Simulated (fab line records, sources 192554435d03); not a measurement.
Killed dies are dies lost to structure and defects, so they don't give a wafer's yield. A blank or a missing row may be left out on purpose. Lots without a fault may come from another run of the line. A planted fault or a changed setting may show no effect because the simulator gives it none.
A struck lot beside a sound one | flow n5_finfet | 15 steps out of a route of 1938
Sound: wafers L971.1, L971.3, L971.4. Struck: wafers L981.1, L981.4, L981.6. The cause comes at the end.
At each step with rows: each side's tool, then ch and its chambers, then its first start. Under that, the readings that differ: sound wafers | struck wafers | difference of the means | sigmas: that difference in standard deviations of wafers without a fault.
alike: readings whose means differ by less than 2 such deviations, and words and numbers that are the same on both sides. not compared: withheld readings, readings that some wafer has no value for, bounds like >300 that may hide the same value, and numbers for which the record gives no deviation and whose values overlap.
The two part at a step that has a row with sigmas, a row that says differs or no value, or rows on one side only. Numbers that don't overlap but have no deviation are shown without sigmas and don't part them. A reading that every wafer of one side lacks parts them only if that side has two wafers or more.

N5_SDB_THK_MEAS_31:
  sound on film_metro-01, day 5 17:32; struck on film_metro-02, day 8 04:56
  alike: SDB_THK
N5_SDB_INSPECT_36: inspects for defects (darkfield).
  sound on defect_inspect-02, day 5 17:34; struck on defect_inspect-01, day 8 04:58
  alike: raw_defect_count
N5_DUMMY_REMOVAL_HM_STRIP_01: strips SiNx in CH3F/O2, stops on poly-Si, target depth 4 nm, time 6.8 s.
  sound on rie_diel-05 ch 0,1,3, day 5 17:37; struck on rie_diel-05 ch 0,3, day 8 05:00
  alike: O2_flow_sccm, drypump_motor_current_A, oes_product_au, rf_vpp_V, showerhead_plenum_p_Torr, throttle_valve_pct
  not compared: rf_hours_counter_h
N5_DUMMY_REMOVAL_STRIP_10: strips in N2/H2, time 40 s.
  sound on rie_diel-05 ch 0,1,3, day 5 17:38; struck on rie_diel-05 ch 0,3, day 8 05:02
  alike: drypump_motor_current_A, oes_product_au, rf_vpp_V, showerhead_plenum_p_Torr, throttle_valve_pct
  not compared: rf_hours_counter_h
then, 2 steps without rows for these wafers: N5_DUMMY_REMOVAL_PRECLEAN_07 (cleans in dHF, time 30 s); N5_DUMMY_REMOVAL_DUMMY_REMOVE_02 (chemistry TMAH, target poly-Si, stops on SiO2, target depth 142 nm, time 57 s, rinse time 30 s).
N5_DUMMY_REMOVAL_INSPECT_06: inspects for defects (brightfield).
  sound on defect_inspect-01, day 5 17:48; struck on defect_inspect-01, day 8 05:12
  alike: raw_defect_count
then, 4 steps without rows for these wafers: N5_DUMMY_REMOVAL_PRECLEAN_08 (cleans in NF3:NH3, afs cycles 2, time 20 s, sublimation time 60 s); N5_DUMMY_REMOVAL_PRECLEAN_04 (cleans in DHF, time 37 s); N5_DUMMY_REMOVAL_SRD_05 (time 30 s); N5_HKMG_FIN_IL_REGROW_00 (material SiO2, chemistry O3, target thk 0.75 nm, time 30 s).
N5_HKMG_FIN_HK_ALD_01: deposits HfO2, target thk 1.6 nm, pulse time 3 s, purge time 3 s.
  sound on ald_hk-01 ch 0,2,3, day 5 18:10; struck on ald_hk-02 ch 0,1,3, day 8 05:33
  alike: precursor_pulse_height_rel
N5_HKMG_FIN_HK_ANNEAL_02: time 30 s.
  sound on rtp_anneal-02 ch 0, day 5 18:21; struck on rtp_anneal-01 ch 0, day 8 05:47
  reading             | sound             | struck            | difference | sigmas
  lamp_power_pct (%)  | 8.85 8.79 8.79    | 8.05 8.16 8.11    | -0.70      | -13
  lamp_zone_1_pct (%) | 8.788 8.800 8.796 | 8.156 8.133 8.152 | -0.648     | -59
  lamp_zone_2_pct (%) | 8.803 8.816 8.795 | 8.140 8.137 8.144 | -0.664     | -66
  lamp_zone_3_pct (%) | 8.799 8.807 8.796 | 8.154 8.151 8.155 | -0.647     | -54
  lamp_zone_4_pct (%) | 8.784 8.796 8.775 | 8.156 8.139 8.149 | -0.637     | -53
  lamp_zone_5_pct (%) | 8.802 8.807 8.794 | 8.158 8.144 8.155 | -0.649     | -65
  lamp_zone_6_pct (%) | 8.714 8.720 8.734 | 8.078 8.079 8.052 | -0.653     | -59
  lamp_zone_7_pct (%) | 9.215 9.199 9.188 | 8.516 8.515 8.521 | -0.683     | -57
  alike: wafer_temp_C_max
N5_HKMG_FIN_ALD_74: deposits La2O3, target thk 0.5 nm, pulse time 6 s, co reactant pulse time 1 s.
  sound on ald_hk-03 ch 1,2,3, day 5 18:35; struck on ald_hk-01 ch 0,3, day 8 06:01
  reading            | sound       | struck      | difference | sigmas
  heater_power_w (W) | 331 337 309 | 420 370 404 | +72        | +2
  alike: precursor_pulse_height_rel, susceptor_temp_C
-- the record jumps here: 4 days lie between the struck wafers' starts before and after (it left off in module HKMG_FIN and takes up again in module BEOL_M4, whose first step shown is number 1111 of the route) --
N5_BEOL_M4_RC_MEAS_101:
  sound on prober-01 ch 0, day 9 16:58; struck on prober-02 ch 0, day 12 17:56
  reading        | sound          | struck         | difference | sigmas
  DIBL_N (mV/V)  | 38.7 36.3 37.2 | 32.8 33.9 34.2 | -3.8       | -2
  DIBL_P (mV/V)  | 39.7 37.1 37.7 | 31.5 32.0 32.8 | -6.1       | -3
  IOFF_N (nA/um) | 0.21 0.17 0.17 | 0.11 0.11 0.12 | -0.07      | -2
  alike: IOFF_P, ION_N, ION_P, SS_N, SS_P, VT_N, VT_P

WHERE THEY PART
First at N5_HKMG_FIN_HK_ANNEAL_02; last, within this record, at N5_BEOL_M4_RC_MEAS_101.

WHY: what the simulator had put in
Process parameter drift: rtp_anneal-01, from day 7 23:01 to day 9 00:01, at N5_HKMG_FIN_HK_ANNEAL_02. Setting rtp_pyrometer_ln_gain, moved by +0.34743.
